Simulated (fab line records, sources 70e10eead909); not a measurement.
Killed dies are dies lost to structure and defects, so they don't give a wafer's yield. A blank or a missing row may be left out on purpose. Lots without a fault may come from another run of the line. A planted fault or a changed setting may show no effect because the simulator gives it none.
A struck lot beside a sound one | flow nand_harc | 14 steps out of a route of 1302
Sound: wafers L786.2, L786.3, L786.5. Struck: wafers L776.1, L776.3, L776.4. The cause comes at the end.
At each step with rows: each side's tool, then ch and its chambers, then its first start. Under that, the readings that differ: sound wafers | struck wafers | difference of the means | sigmas: that difference in standard deviations of wafers without a fault.
alike: readings whose means differ by less than 2 such deviations, and words and numbers that are the same on both sides. not compared: withheld readings, readings that some wafer has no value for, bounds like >300 that may hide the same value, and numbers for which the record gives no deviation and whose values overlap.
The two part at a step that has a row with sigmas, a row that says differs or no value, or rows on one side only. Numbers that don't overlap but have no deviation are shown without sigmas and don't part them. A reading that every wafer of one side lacks parts them only if that side has two wafers or more.

first, 1 step without rows for these wafers: NHARC_P_M0_DEVELOP_08 (develop time 35 s).
NHARC_P_M0_CD_MEAS_09: target cd 90 nm.
  sound on cd_sem-01 ch 0, day 13 21:11; struck on cd_sem-02 ch 0, day 9 20:29
  alike: cd_nm
NHARC_P_M0_OVL_MEAS_10: pitch 180 nm.
  sound on overlay-01, day 13 21:16; struck on overlay-01, day 9 20:35
  alike: overlay_x_nm, overlay_y_nm
NHARC_P_M0_INSPECT_11:
  sound on defect_inspect-01, day 13 21:18; struck on defect_inspect-02, day 9 20:37
  reading          | sound | struck  | difference | sigmas
  raw_defect_count | 2 1 4 | 10 13 9 | +8         | +3
then, 1 step without rows for these wafers: NHARC_P_M0_DESCUM_14 (chemistry O2, time 3 s).
NHARC_P_M0_ETCH_34: etches the open film in N2/H2, target depth 40 nm, overetch 12 nm, time 43.94 s.
  sound on rie_diel-12 ch 0,1, day 13 21:29; struck on rie_diel-13 ch 0,2,3, day 9 20:58
  alike: drypump_motor_current_A, mfc_ar_sccm, oes_product_au, rf_vpp_V, showerhead_plenum_p_Torr, throttle_valve_pct
  not compared: rf_hours_counter_h
NHARC_P_M0_ETCH_15: etches the open film in C4F8/Ar, target depth 150 nm, overetch 15 nm, time 82.5 s.
  sound on rie_diel-12 ch 0,2,3; struck on rie_diel-13 ch 0,1,2
  alike: oes_product_au, rf_vpp_V
  not compared: rf_hours_counter_h
NHARC_P_M0_CD_MEAS_16:
  sound on cd_sem-02, day 13 21:48; struck on cd_sem-03, day 9 21:16
  alike: cd_nm
NHARC_P_M0_STRIP_18: strips in N2/H2.
  sound on rie_diel-12 ch 1,3, day 13 21:52; struck on rie_diel-10 ch 0,2,3, day 9 21:20
  alike: drypump_motor_current_A, mfc_ar_sccm, oes_product_au, rf_vpp_V, showerhead_plenum_p_Torr, throttle_valve_pct
  not compared: rf_hours_counter_h
then, 1 step without rows for these wafers: NHARC_P_M0_STRIP_19 (strips in post etch residue remover, time 600 s).
NHARC_P_M0_DEGAS_28: time 60 s.
  sound on pvd_sputter-02, day 13 22:26; struck on pvd_sputter-02, day 9 21:53
  alike: heater_power_w
then, 1 step without rows for these wafers: NHARC_P_M0_PRE_CLEAN_29 (time 30 s).
NHARC_P_M0_PVD_20: deposits TaN, target thk 5 nm, time 8.06 s.
  sound on pvd_sputter-02, day 13 22:31; struck on pvd_sputter-02, day 9 21:59
  no value came back on the struck wafers for bias_v (V), cathode_dc_power_W (W), throttle_valve_pct (%); on the sound wafers bias_v (V) reads 169.3 167.0 169.2
NHARC_P_M0_PVD_21: deposits Cu, target thk 30 nm, time 20.49 s.
  sound on pvd_sputter-02; struck on pvd_sputter-02
  reading                | sound                | struck               | difference | sigmas
  cathode_dc_power_W (W) | 5001.3 5003.1 5000.6 | 4999.6 4997.9 5001.0 | -2.2       | -2
  alike: chamber_pressure_pa, throttle_valve_pct

WHERE THEY PART
First at NHARC_P_M0_INSPECT_11; last, within this record, at NHARC_P_M0_PVD_21.

WHY: what the simulator had put in
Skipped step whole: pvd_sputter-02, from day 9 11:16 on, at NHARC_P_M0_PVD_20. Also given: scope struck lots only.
